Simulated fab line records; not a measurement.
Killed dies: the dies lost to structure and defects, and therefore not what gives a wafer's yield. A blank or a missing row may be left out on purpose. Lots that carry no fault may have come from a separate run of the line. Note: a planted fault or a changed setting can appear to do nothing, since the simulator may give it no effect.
Chamber matching    flow nand-harc    NHARC_A_CHANNEL_FILL_D1_ALD_02 on ald-hk-01 has 4 sister chambers
The step deposits SiO2, target thk 6 nm, pulse time 10 s, ald cycles 60. 8 wafers are shown with their chamber, then 7 later ones without.

WAFERS WITH THEIR CHAMBER
wafer   chamber  heater-power-w (W)  precursor-pulse-height-rel
L610.1  0        442                 1.000
L612.1  2        523                 0.974
L612.6  1        531                 1.022
L618.2  1        532                 1.016
L618.5  3        481                 1.013
L618.6  2        505                 0.980
L620.1  3        465                 1.007
L620.2  0        442                 0.982

WAFERS WITH NO CHAMBER GIVEN
wafer   heater-power-w (W)  precursor-pulse-height-rel
L620.4  534                 1.010
L626.1  444                 1.025
L626.3  506                 0.987
L626.5  499                 0.933
L627.3  460                 0.972
L627.4  538                 0.994
L627.5  478                 0.987

WHICH CHAMBER EACH WENT THROUGH
wafer   from the rows above           in truth
L620.4  1                             1
L626.1  can't be placed: 3 or 0       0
L626.3  2                             2
L626.5  2                             2
L627.3  0                             0
L627.4  can't be placed: 1 or 2       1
L627.5  can't be placed: 3 or 0 or 2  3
Placed correctly: 4 of 7. Cannot be placed on the basis of these rows: 3; the candidates contain the true chamber in 3. Wrongly placed: 0.
How it was worked out, from the rows above alone: a wafer's distance from a chamber is the root of the sum, over the readings, of the square of ((its reading less the chamber's mean) divided by the reading's scatter). If the next closest chamber is less than 2 further off than the closest, the wafer can't be placed; otherwise it belongs to the closest. Each chamber's mean is taken over the wafers shown for it. The scatter is the square root of a quotient: the sum, over the shown wafers, of each reading's squared deviation from its chamber's mean, divided by wafers minus chambers.
